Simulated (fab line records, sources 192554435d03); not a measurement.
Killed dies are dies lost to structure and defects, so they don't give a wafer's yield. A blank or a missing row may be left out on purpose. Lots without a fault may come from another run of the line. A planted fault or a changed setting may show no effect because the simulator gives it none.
Which tool did it? | flow n5_finfet | 24 lots, 72 wafers sampled, at 6 steps of a route of 1938

WHAT THE GAUGES READ, wafer by wafer
N5_BEOL_M2_OCD_MEAS_38.
lot  | measured     | on     | trench_depth_nm (nm)
L074 | day 7 05:35  | ocd-01 | 54.1 55.0 54.3
L075 | day 7 08:35  | ocd-02 | 57.2 55.3 54.6
L076 | day 7 15:03  | ocd-01 | 56.7 56.4 56.1
L077 | day 7 15:13  | ocd-02 | 55.5 53.8 54.0
L078 | day 7 20:01  | ocd-02 | 56.0 56.6 54.9
L079 | day 8 07:25  | ocd-01 | 56.5 56.2 55.7
L081 | day 8 19:34  | ocd-01 | 54.1 55.7 55.1
L080 | day 9 02:02  | ocd-02 | 54.1 55.7 55.3
L082 | day 9 03:17  | ocd-01 | 55.0 53.9 53.6
L084 | day 9 05:42  | ocd-02 | 54.3 54.2 53.5
L083 | day 9 09:02  | ocd-02 | 55.7 55.6 56.0
L085 | day 9 11:09  | ocd-01 | 56.2 55.7 52.6
L086 | day 10 11:37 | ocd-02 | 55.5 55.4 55.2
L089 | day 10 23:22 | ocd-01 | 53.4 55.5 53.2
L087 | day 10 23:39 | ocd-01 | 55.5 57.2 54.6
L090 | day 10 23:46 | ocd-02 | 56.2 53.7 55.6
L088 | day 11 03:13 | ocd-01 | 54.3 53.8 55.1
L091 | day 11 07:26 | ocd-02 | 56.6 56.0 55.7
L092 | day 11 14:50 | ocd-01 | 55.4 53.7 56.3
L093 | day 11 18:19 | ocd-02 | 56.5 55.6 55.8
L094 | day 11 21:11 | ocd-01 | 57.2 57.0 55.1
L095 | day 12 08:08 | ocd-02 | 55.1 56.5 56.1
L097 | day 12 22:07 | ocd-02 | 56.3 58.6 55.5
L096 | day 12 22:09 | ocd-01 | 55.0 54.4 55.2

N5_BEOL_M3_CD_MEAS_11: target cd 17.05 nm.
lot  | measured     | on        | cd_nm (nm)
L074 | day 7 11:28  | cd_sem-03 | 17.02 17.01 17.09
L075 | day 7 15:28  | cd_sem-03 | 16.51 16.41 16.93
L076 | day 7 20:29  | cd_sem-02 | 17.02 17.45 17.05
L077 | day 7 22:06  | cd_sem-01 | 17.39 17.17 17.04
L078 | day 8 00:49  | cd_sem-03 | 17.19 16.90 16.96
L079 | day 8 12:54  | cd_sem-02 | 16.84 16.93 17.41
L081 | day 9 01:07  | cd_sem-03 | 17.38 17.37 17.45
L080 | day 9 08:49  | cd_sem-01 | 17.09 17.25 17.36
L082 | day 9 09:37  | cd_sem-01 | 17.12 16.90 17.10
L084 | day 9 13:15  | cd_sem-02 | 17.23 16.39 16.83
L083 | day 9 15:24  | cd_sem-02 | 17.29 17.21 17.01
L085 | day 9 16:52  | cd_sem-01 | 16.81 16.86 16.95
L086 | day 10 16:56 | cd_sem-02 | 17.09 16.76 17.00
L089 | day 11 07:39 | cd_sem-01 | 17.11 16.92 17.12
L087 | day 11 07:41 | cd_sem-02 | 16.81 17.05 17.12
L090 | day 11 07:46 | cd_sem-03 | 16.95 17.04 17.09
L088 | day 11 08:26 | cd_sem-03 | 17.02 17.04 17.24
L091 | day 11 13:49 | cd_sem-01 | 17.40 17.40 17.64
L092 | day 11 21:25 | cd_sem-02 | 16.73 17.52 16.71
L093 | day 12 00:41 | cd_sem-03 | 16.87 17.39 17.35
L094 | day 12 03:42 | cd_sem-01 | 17.29 17.08 17.46
L095 | day 12 13:26 | cd_sem-03 | 16.92 17.06 16.54
L097 | day 13 03:35 | cd_sem-02 | 17.20 16.86 17.26
L096 | day 13 04:00 | cd_sem-03 | 17.00 17.10 16.98

N5_BEOL_M3_INSPECT_13: inspects for defects (brightfield).
lot  | measured     | on                | raw_defect_count
L074 | day 7 11:34  | defect_inspect-01 | 379 439 351
L075 | day 7 15:34  | defect_inspect-01 | 396 335 341
L076 | day 7 20:34  | defect_inspect-01 | 452 344 307
L077 | day 7 22:11  | defect_inspect-02 | 216 310 466
L078 | day 8 00:54  | defect_inspect-01 | 354 277 340
L079 | day 8 12:59  | defect_inspect-02 | 474 469 445
L081 | day 9 01:12  | defect_inspect-01 | 347 450 279
L080 | day 9 08:53  | defect_inspect-01 | 475 328 394
L082 | day 9 09:42  | defect_inspect-02 | 568 496 519
L084 | day 9 13:20  | defect_inspect-01 | 393 511 403
L083 | day 9 15:29  | defect_inspect-02 | 301 288 227
L085 | day 9 16:56  | defect_inspect-02 | 313 383 501
L086 | day 10 17:01 | defect_inspect-02 | 623 671 375
L089 | day 11 07:44 | defect_inspect-01 | 317 428 283
L087 | day 11 07:47 | defect_inspect-02 | 440 413 377
L090 | day 11 07:51 | defect_inspect-02 | 400 359 423
L088 | day 11 08:32 | defect_inspect-02 | 558 587 694
L091 | day 11 13:55 | defect_inspect-02 | 399 536 489
L092 | day 11 21:30 | defect_inspect-01 | 466 465 362
L093 | day 12 00:47 | defect_inspect-02 | 464 460 474
L094 | day 12 03:48 | defect_inspect-02 | 651 507 378
L095 | day 12 13:31 | defect_inspect-02 | 360 369 350
L097 | day 13 03:41 | defect_inspect-01 | 550 473 500
L096 | day 13 04:05 | defect_inspect-02 | 616 572 415

WHICH TOOL RAN EACH LOT (tool, then ch and the chambers of the sampled wafers, then the start)
lot  | N5_BEOL_M2_DEGAS_44          | N5_BEOL_M2_SPUTTER_79        | N5_BEOL_M2_ANNEAL_82
L074 | pvd_sputter-02, day 7 06:02  | pvd_sputter-01, day 7 07:11  | pvd_sputter-01, day 7 07:29
L075 | pvd_sputter-03, day 7 09:01  | pvd_sputter-03, day 7 09:56  | pvd_sputter-03, day 7 10:14
L076 | pvd_sputter-03, day 7 15:24  | pvd_sputter-02, day 7 16:22  | pvd_sputter-02, day 7 16:40
L077 | pvd_sputter-02, day 7 15:30  | pvd_sputter-02, day 7 18:12  | pvd_sputter-02, day 7 18:30
L078 | pvd_sputter-02, day 7 20:30  | pvd_sputter-02, day 7 21:35  | pvd_sputter-02, day 7 21:53
L079 | pvd_sputter-02, day 8 07:44  | pvd_sputter-03, day 8 08:44  | pvd_sputter-03, day 8 09:02
L081 | pvd_sputter-02, day 8 20:02  | pvd_sputter-01, day 8 20:57  | pvd_sputter-01, day 8 21:15
L080 | pvd_sputter-02, day 9 02:52  | pvd_sputter-01, day 9 03:51  | pvd_sputter-01, day 9 04:09
L082 | pvd_sputter-02, day 9 04:02  | pvd_sputter-01, day 9 05:41  | pvd_sputter-01, day 9 05:59
L084 | pvd_sputter-01, day 9 08:07  | pvd_sputter-01, day 9 09:08  | pvd_sputter-01, day 9 09:26
L083 | pvd_sputter-02, day 9 10:04  | pvd_sputter-02, day 9 11:02  | pvd_sputter-02, day 9 11:20
L085 | pvd_sputter-03, day 9 11:40  | pvd_sputter-02, day 9 12:55  | pvd_sputter-02, day 9 13:13
L086 | pvd_sputter-01, day 10 12:00 | pvd_sputter-01, day 10 12:50 | pvd_sputter-01, day 10 13:08
L089 | pvd_sputter-01, day 11 00:01 | pvd_sputter-02, day 11 00:51 | pvd_sputter-02, day 11 01:09
L087 | pvd_sputter-02, day 11 00:04 | pvd_sputter-03, day 11 01:04 | pvd_sputter-03, day 11 01:22
L090 | pvd_sputter-01, day 11 00:05 | pvd_sputter-01, day 11 01:04 | pvd_sputter-01, day 11 01:22
L088 | pvd_sputter-03, day 11 03:58 | pvd_sputter-03, day 11 05:14 | pvd_sputter-03, day 11 05:32
L091 | pvd_sputter-03, day 11 07:51 | pvd_sputter-01, day 11 08:43 | pvd_sputter-01, day 11 09:01
L092 | pvd_sputter-02, day 11 15:22 | pvd_sputter-03, day 11 16:17 | pvd_sputter-03, day 11 16:35
L093 | pvd_sputter-03, day 11 18:32 | pvd_sputter-02, day 11 21:03 | pvd_sputter-02, day 11 21:21
L094 | pvd_sputter-03, day 11 22:01 | pvd_sputter-02, day 11 22:59 | pvd_sputter-02, day 11 23:17
L095 | pvd_sputter-03, day 12 08:55 | pvd_sputter-02, day 12 09:49 | pvd_sputter-02, day 12 10:07
L097 | pvd_sputter-01, day 12 22:31 | pvd_sputter-03, day 12 23:33 | pvd_sputter-03, day 12 23:51
L096 | pvd_sputter-01, day 12 22:35 | pvd_sputter-02, day 13 00:17 | pvd_sputter-02, day 13 00:35
- N5_BEOL_M2_DEGAS_44: time 60 s.
- N5_BEOL_M2_SPUTTER_79: material Cu, target thk 4.5 nm, time 8.29 s.
- N5_BEOL_M2_ANNEAL_82: time 240 s.

WHAT THE TOOLS THEMSELVES READ (means of the sampled wafers that have a number; where no wafer has one, the mark that the record gives instead)
N5_BEOL_M2_DEGAS_44.
lot  | tool           | heater_power_w (W) | susceptor_temp_C (C)
L074 | pvd_sputter-02 | 306                | 249.97
L075 | pvd_sputter-03 | 313                | 249.56
L076 | pvd_sputter-03 | 341                | 250.13
L077 | pvd_sputter-02 | 326                | 250.13
L078 | pvd_sputter-02 | 325                | 250.09
L079 | pvd_sputter-02 | 322                | 249.86
L081 | pvd_sputter-02 | 348                | 250.09
L080 | pvd_sputter-02 | 306                | 249.84
L082 | pvd_sputter-02 | 306                | 249.98
L084 | pvd_sputter-01 | 359                | 249.97
L083 | pvd_sputter-02 | 351                | 250.04
L085 | pvd_sputter-03 | 318                | 249.96
L086 | pvd_sputter-01 | 368                | 250.06
L089 | pvd_sputter-01 | 358                | 250.28
L087 | pvd_sputter-02 | 311                | 249.91
L090 | pvd_sputter-01 | 358                | 249.95
L088 | pvd_sputter-03 | 336                | 250.03
L091 | pvd_sputter-03 | 336                | 250.22
L092 | pvd_sputter-02 | 345                | 250.14
L093 | pvd_sputter-03 | 358                | 249.98
L094 | pvd_sputter-03 | 318                | 249.84
L095 | pvd_sputter-03 | 344                | 249.76
L097 | pvd_sputter-01 | 364                | 250.17
L096 | pvd_sputter-01 | 371                | 250.08

N5_BEOL_M2_SPUTTER_79.
lot  | tool           | susceptor_temp_C (C) | throttle_valve_pct (%)
L074 | pvd_sputter-01 | -20.02               | 30.8
L075 | pvd_sputter-03 | -19.97               | 30.5
L076 | pvd_sputter-02 | -20.09               | 28.9
L077 | pvd_sputter-02 | -20.05               | 29.1
L078 | pvd_sputter-02 | -19.99               | 29.5
L079 | pvd_sputter-03 | -20.00               | 30.3
L081 | pvd_sputter-01 | -19.96               | 30.6
L080 | pvd_sputter-01 | -20.02               | 30.9
L082 | pvd_sputter-01 | -20.02               | 30.9
L084 | pvd_sputter-01 | -19.95               | 30.9
L083 | pvd_sputter-02 | -19.96               | 29.1
L085 | pvd_sputter-02 | -19.92               | 28.6
L086 | pvd_sputter-01 | -19.99               | 30.7
L089 | pvd_sputter-02 | -20.02               | 29.1
L087 | pvd_sputter-03 | -19.90               | 31.0
L090 | pvd_sputter-01 | -19.94               | 30.6
L088 | pvd_sputter-03 | -20.02               | 30.7
L091 | pvd_sputter-01 | -19.88               | 31.2
L092 | pvd_sputter-03 | -20.00               | 30.6
L093 | pvd_sputter-02 | -20.07               | 29.6
L094 | pvd_sputter-02 | -20.06               | 29.6
L095 | pvd_sputter-02 | -19.93               | 29.1
L097 | pvd_sputter-03 | -20.06               | 30.4
L096 | pvd_sputter-02 | -19.96               | 29.7

N5_BEOL_M2_ANNEAL_82.
lot  | tool           | heater_power_w (W) | susceptor_temp_C (C) | susceptor_temp_C_max
L074 | pvd_sputter-01 | 920                | 399.73               | 400.8
L075 | pvd_sputter-03 | 797                | 400.04               | 401.4
L076 | pvd_sputter-02 | 853                | 399.93               | 401.1
L077 | pvd_sputter-02 | 844                | 399.82               | 400.7
L078 | pvd_sputter-02 | 821                | 400.16               | 401.5
L079 | pvd_sputter-03 | 853                | 400.17               | 401.7
L081 | pvd_sputter-01 | 892                | 399.98               | 400.8
L080 | pvd_sputter-01 | 941                | 400.14               | 401.4
L082 | pvd_sputter-01 | 858                | 400.03               | 400.9
L084 | pvd_sputter-01 | 923                | 400.09               | 401.1
L083 | pvd_sputter-02 | 820                | 399.83               | 400.7
L085 | pvd_sputter-02 | 936                | 399.93               | 400.9
L086 | pvd_sputter-01 | 916                | 399.90               | 400.7
L089 | pvd_sputter-02 | 831                | 400.00               | 400.9
L087 | pvd_sputter-03 | 846                | 400.05               | 401.3
L090 | pvd_sputter-01 | 917                | 400.22               | 401.2
L088 | pvd_sputter-03 | 782                | 400.10               | 401.3
L091 | pvd_sputter-01 | 888                | 399.99               | 400.8
L092 | pvd_sputter-03 | 789                | 399.94               | 401.4
L093 | pvd_sputter-02 | 752                | 399.89               | 401.1
L094 | pvd_sputter-02 | 764                | 399.94               | 401.0
L095 | pvd_sputter-02 | 818                | 399.93               | 400.7
L097 | pvd_sputter-03 | 857                | 399.94               | 401.4
L096 | pvd_sputter-02 | 710                | 399.83               | 400.7

THE ANSWER, worked out from the rows above alone
Rule: what is usual is taken from the lots themselves. Put in order of their means at a reading, lots are off if they are a third of the lots or fewer, leave a main group of 4 or more, and stand apart from it by a gap of 3 or more times the standard deviation of the main group's means; of several such gaps the widest counts. A main group whose means are all the same, to the digits that the tables above print for the reading, isn't used. A lot without any number at a reading at which 4 lots or more have one is off too. The other lots that the step has rows for count as sound. The gauges are gone through in route order, then the tools' own readings, and for those a lot's mean is taken as printed above. The first step at which some lot is off is used, and at that step the reading that is off furthest; a lot without a number counts as furthest.
No lot is off at any reading shown: from this, nothing can be told.

WHAT THE SIMULATOR HAD PUT IN
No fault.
